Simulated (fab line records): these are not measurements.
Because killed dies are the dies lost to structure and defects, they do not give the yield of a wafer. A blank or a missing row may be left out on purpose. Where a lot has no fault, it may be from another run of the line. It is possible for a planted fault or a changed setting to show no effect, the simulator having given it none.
Which tool is to blame? || flow n5 finfet || 24 lots with 72 wafers sampled at 3 steps, on a route of 1938 steps

== WHAT THE GAUGES SHOWED, per wafer ==
N5_BEOL_M12_INSPECT_55: inspects for defects (darkfield).
{"lot": "L074", "measured": "day 11 09:15", "on": "defect inspect-02", "raw defect count": "39 62 90"}
{"lot": "L075", "measured": "day 11 11:49", "on": "defect inspect-02", "raw defect count": "99 97 61"}
{"lot": "L076", "measured": "day 11 18:57", "on": "defect inspect-02", "raw defect count": "60 25 63"}
{"lot": "L077", "measured": "day 12 06:04", "on": "defect inspect-02", "raw defect count": "58 61 50"}
{"lot": "L078", "measured": "day 12 06:09", "on": "defect inspect-01", "raw defect count": "58 56 67"}
{"lot": "L080", "measured": "day 12 23:43", "on": "defect inspect-01", "raw defect count": "130 81 69"}
{"lot": "L079", "measured": "day 13 00:31", "on": "defect inspect-02", "raw defect count": "59 79 96"}
{"lot": "L081", "measured": "day 13 00:40", "on": "defect inspect-01", "raw defect count": "120 44 77"}
{"lot": "L083", "measured": "day 13 17:46", "on": "defect inspect-01", "raw defect count": "72 63 79"}
{"lot": "L082", "measured": "day 13 19:34", "on": "defect inspect-01", "raw defect count": "52 57 56"}
{"lot": "L086", "measured": "day 14 00:08", "on": "defect inspect-01", "raw defect count": "89 98 117"}
{"lot": "L084", "measured": "day 14 00:24", "on": "defect inspect-01", "raw defect count": "69 76 64"}
{"lot": "L085", "measured": "day 14 10:49", "on": "defect inspect-01", "raw defect count": "112 87 94"}
{"lot": "L089", "measured": "day 15 07:48", "on": "defect inspect-01", "raw defect count": "141 66 65"}
{"lot": "L088", "measured": "day 15 08:04", "on": "defect inspect-01", "raw defect count": "50 34 30"}
{"lot": "L087", "measured": "day 15 13:37", "on": "defect inspect-02", "raw defect count": "98 46 62"}
{"lot": "L090", "measured": "day 15 13:53", "on": "defect inspect-02", "raw defect count": "88 37 103"}
{"lot": "L091", "measured": "day 16 02:55", "on": "defect inspect-01", "raw defect count": "64 39 40"}
{"lot": "L093", "measured": "day 16 15:58", "on": "defect inspect-01", "raw defect count": "59 52 49"}
{"lot": "L092", "measured": "day 16 20:07", "on": "defect inspect-01", "raw defect count": "55 88 59"}
{"lot": "L094", "measured": "day 17 08:13", "on": "defect inspect-01", "raw defect count": "61 65 52"}
{"lot": "L095", "measured": "day 17 10:53", "on": "defect inspect-02", "raw defect count": "97 75 109"}
{"lot": "L097", "measured": "day 17 16:23", "on": "defect inspect-02", "raw defect count": "58 79 59"}
{"lot": "L096", "measured": "day 17 16:38", "on": "defect inspect-02", "raw defect count": "84 88 91"}

N5_BEOL_M13_CD_MEAS_10: the cd target is 190 nm.
{"lot": "L074", "measured": "day 11 09:52", "on": "cd sem-02", "cd nm (nm)": "189.9 189.9 189.9"}
{"lot": "L075", "measured": "day 11 12:19", "on": "cd sem-02", "cd nm (nm)": "192.0 189.6 192.1"}
{"lot": "L076", "measured": "day 11 19:34", "on": "cd sem-02", "cd nm (nm)": "191.3 193.2 194.0"}
{"lot": "L077", "measured": "day 12 06:34", "on": "cd sem-03", "cd nm (nm)": "192.1 190.9 192.7"}
{"lot": "L078", "measured": "day 12 06:38", "on": "cd sem-02", "cd nm (nm)": "191.0 189.2 191.7"}
{"lot": "L080", "measured": "day 13 00:13", "on": "cd sem-03", "cd nm (nm)": "191.5 190.8 194.1"}
{"lot": "L079", "measured": "day 13 01:08", "on": "cd sem-01", "cd nm (nm)": "191.0 191.3 189.9"}
{"lot": "L081", "measured": "day 13 01:11", "on": "cd sem-03", "cd nm (nm)": "192.9 190.0 192.9"}
{"lot": "L083", "measured": "day 13 18:23", "on": "cd sem-03", "cd nm (nm)": "192.5 191.7 189.7"}
{"lot": "L082", "measured": "day 13 20:11", "on": "cd sem-01", "cd nm (nm)": "188.1 188.9 187.6"}
{"lot": "L086", "measured": "day 14 00:45", "on": "cd sem-03", "cd nm (nm)": "193.2 191.2 190.4"}
{"lot": "L084", "measured": "day 14 00:54", "on": "cd sem-03", "cd nm (nm)": "193.1 190.9 189.8"}
{"lot": "L085", "measured": "day 14 11:26", "on": "cd sem-01", "cd nm (nm)": "191.7 189.6 188.0"}
{"lot": "L089", "measured": "day 15 08:25", "on": "cd sem-01", "cd nm (nm)": "187.1 190.9 192.0"}
{"lot": "L088", "measured": "day 15 08:41", "on": "cd sem-01", "cd nm (nm)": "190.0 192.6 191.3"}
{"lot": "L087", "measured": "day 15 14:07", "on": "cd sem-02", "cd nm (nm)": "193.7 191.8 189.0"}
{"lot": "L090", "measured": "day 15 14:30", "on": "cd sem-02", "cd nm (nm)": "191.2 191.8 191.6"}
{"lot": "L091", "measured": "day 16 03:25", "on": "cd sem-03", "cd nm (nm)": "190.7 189.7 193.2"}
{"lot": "L093", "measured": "day 16 16:35", "on": "cd sem-01", "cd nm (nm)": "191.2 189.4 190.3"}
{"lot": "L092", "measured": "day 16 20:37", "on": "cd sem-01", "cd nm (nm)": "191.6 189.2 188.6"}
{"lot": "L094", "measured": "day 17 08:46", "on": "cd sem-03", "cd nm (nm)": "190.9 193.2 188.8"}
{"lot": "L095", "measured": "day 17 11:22", "on": "cd sem-03", "cd nm (nm)": "189.3 192.3 191.5"}
{"lot": "L097", "measured": "day 17 17:04", "on": "cd sem-03", "cd nm (nm)": "191.7 192.3 189.2"}
{"lot": "L096", "measured": "day 17 17:16", "on": "cd sem-03", "cd nm (nm)": "191.4 191.9 191.8"}

== TOOL THAT RAN EACH LOT (tool first, then ch and the chambers of the sampled wafers, then the start) ==
{"lot": "L074", "N5_BEOL_M11_CURE_72": "uv cure-02 ch 0, day 11 00:37"}
{"lot": "L075", "N5_BEOL_M11_CURE_72": "uv cure-01 ch 1, day 11 01:43"}
{"lot": "L076", "N5_BEOL_M11_CURE_72": "uv cure-03 ch 1, day 11 10:17"}
{"lot": "L077", "N5_BEOL_M11_CURE_72": "uv cure-03 ch 0, day 11 18:08"}
{"lot": "L078", "N5_BEOL_M11_CURE_72": "uv cure-02 ch 2, day 11 21:22"}
{"lot": "L080", "N5_BEOL_M11_CURE_72": "uv cure-03 ch 0, day 12 12:35"}
{"lot": "L079", "N5_BEOL_M11_CURE_72": "uv cure-02 ch 2, day 12 15:05"}
{"lot": "L081", "N5_BEOL_M11_CURE_72": "uv cure-01 ch 0, day 12 15:20"}
{"lot": "L083", "N5_BEOL_M11_CURE_72": "uv cure-02 ch 1, day 13 05:44"}
{"lot": "L082", "N5_BEOL_M11_CURE_72": "uv cure-01 ch 2, day 13 08:07"}
{"lot": "L086", "N5_BEOL_M11_CURE_72": "uv cure-03 ch 2, day 13 17:30"}
{"lot": "L084", "N5_BEOL_M11_CURE_72": "uv cure-03 ch 1, day 13 17:58"}
{"lot": "L085", "N5_BEOL_M11_CURE_72": "uv cure-03 ch 0, day 13 23:40"}
{"lot": "L089", "N5_BEOL_M11_CURE_72": "uv cure-02 ch 2, day 14 21:19"}
{"lot": "L088", "N5_BEOL_M11_CURE_72": "uv cure-02 ch 0, day 14 21:37"}
{"lot": "L087", "N5_BEOL_M11_CURE_72": "uv cure-02 ch 2, day 15 02:09"}
{"lot": "L090", "N5_BEOL_M11_CURE_72": "uv cure-02 ch 1, day 15 03:09"}
{"lot": "L091", "N5_BEOL_M11_CURE_72": "uv cure-01 ch 0, day 15 14:40"}
{"lot": "L093", "N5_BEOL_M11_CURE_72": "uv cure-02 ch 0, day 16 02:02"}
{"lot": "L092", "N5_BEOL_M11_CURE_72": "uv cure-01 ch 1, day 16 02:14"}
{"lot": "L094", "N5_BEOL_M11_CURE_72": "uv cure-02 ch 1, day 16 19:05"}
{"lot": "L095", "N5_BEOL_M11_CURE_72": "uv cure-03 ch 1, day 17 02:44"}
{"lot": "L097", "N5_BEOL_M11_CURE_72": "uv cure-03 ch 0, day 17 06:43"}
{"lot": "L096", "N5_BEOL_M11_CURE_72": "uv cure-03 ch 2, day 17 08:48"}
- N5_BEOL_M11_CURE_72: cures SiCOH lowk, time 120 s.

== WHAT THE TOOLS THEMSELVES READ (means of the sampled wafers that have a number; where no wafer has one, the mark that the record gives instead) ==
N5_BEOL_M11_CURE_72.
{"lot": "L074", "tool": "uv cure-02", "lamp power pct (%)": 52.32, "wafer_temp_C_max": 371.0}
{"lot": "L075", "tool": "uv cure-01", "lamp power pct (%)": 52.36, "wafer_temp_C_max": 371.7}
{"lot": "L076", "tool": "uv cure-03", "lamp power pct (%)": 52.31, "wafer_temp_C_max": 371.4}
{"lot": "L077", "tool": "uv cure-03", "lamp power pct (%)": 52.34, "wafer_temp_C_max": 371.2}
{"lot": "L078", "tool": "uv cure-02", "lamp power pct (%)": 52.29, "wafer_temp_C_max": 372.0}
{"lot": "L080", "tool": "uv cure-03", "lamp power pct (%)": 52.25, "wafer_temp_C_max": 371.2}
{"lot": "L079", "tool": "uv cure-02", "lamp power pct (%)": 52.30, "wafer_temp_C_max": 371.6}
{"lot": "L081", "tool": "uv cure-01", "lamp power pct (%)": 52.34, "wafer_temp_C_max": 371.5}
{"lot": "L083", "tool": "uv cure-02", "lamp power pct (%)": 52.34, "wafer_temp_C_max": 372.2}
{"lot": "L082", "tool": "uv cure-01", "lamp power pct (%)": 52.29, "wafer_temp_C_max": 371.6}
{"lot": "L086", "tool": "uv cure-03", "lamp power pct (%)": 52.29, "wafer_temp_C_max": 372.4}
{"lot": "L084", "tool": "uv cure-03", "lamp power pct (%)": 52.30, "wafer_temp_C_max": 370.9}
{"lot": "L085", "tool": "uv cure-03", "lamp power pct (%)": 52.35, "wafer_temp_C_max": 371.3}
{"lot": "L089", "tool": "uv cure-02", "lamp power pct (%)": 52.28, "wafer_temp_C_max": 371.8}
{"lot": "L088", "tool": "uv cure-02", "lamp power pct (%)": 52.33, "wafer_temp_C_max": 371.2}
{"lot": "L087", "tool": "uv cure-02", "lamp power pct (%)": 52.36, "wafer_temp_C_max": 371.7}
{"lot": "L090", "tool": "uv cure-02", "lamp power pct (%)": 52.30, "wafer_temp_C_max": 372.2}
{"lot": "L091", "tool": "uv cure-01", "lamp power pct (%)": 52.34, "wafer_temp_C_max": 371.3}
{"lot": "L093", "tool": "uv cure-02", "lamp power pct (%)": 52.32, "wafer_temp_C_max": 371.4}
{"lot": "L092", "tool": "uv cure-01", "lamp power pct (%)": 52.28, "wafer_temp_C_max": 371.8}
{"lot": "L094", "tool": "uv cure-02", "lamp power pct (%)": 52.30, "wafer_temp_C_max": 372.0}
{"lot": "L095", "tool": "uv cure-03", "lamp power pct (%)": 52.28, "wafer_temp_C_max": 371.3}
{"lot": "L097", "tool": "uv cure-03", "lamp power pct (%)": 52.32, "wafer_temp_C_max": 371.4}
{"lot": "L096", "tool": "uv cure-03", "lamp power pct (%)": 52.29, "wafer_temp_C_max": 373.3}

== THE ANSWER, worked out from the rows above alone ==
Rule: what is usual is taken from the lots themselves. Put in order of their means at a reading, lots are off if they are a third of the lots or fewer, leave a main group of 4 or more, and stand apart from it by a gap of 3 or more times the standard deviation of the main group's means; of several such gaps the widest counts. A main group whose means are all the same, to the digits that the tables above print for the reading, isn't used. Also off: a lot with no number at a reading for which 4 or more lots have one. Any other lot the step has rows for is counted as sound. After the gauges, taken in route order, come the tools' own readings; for these a lot's mean is taken, as printed above. The first step at which some lot is off is used, and at that step the reading that is off furthest; a lot without a number counts as furthest.
Nothing can be told from this: no lot is off at any reading shown.

== WHAT WAS PUT IN BY THE SIMULATOR ==
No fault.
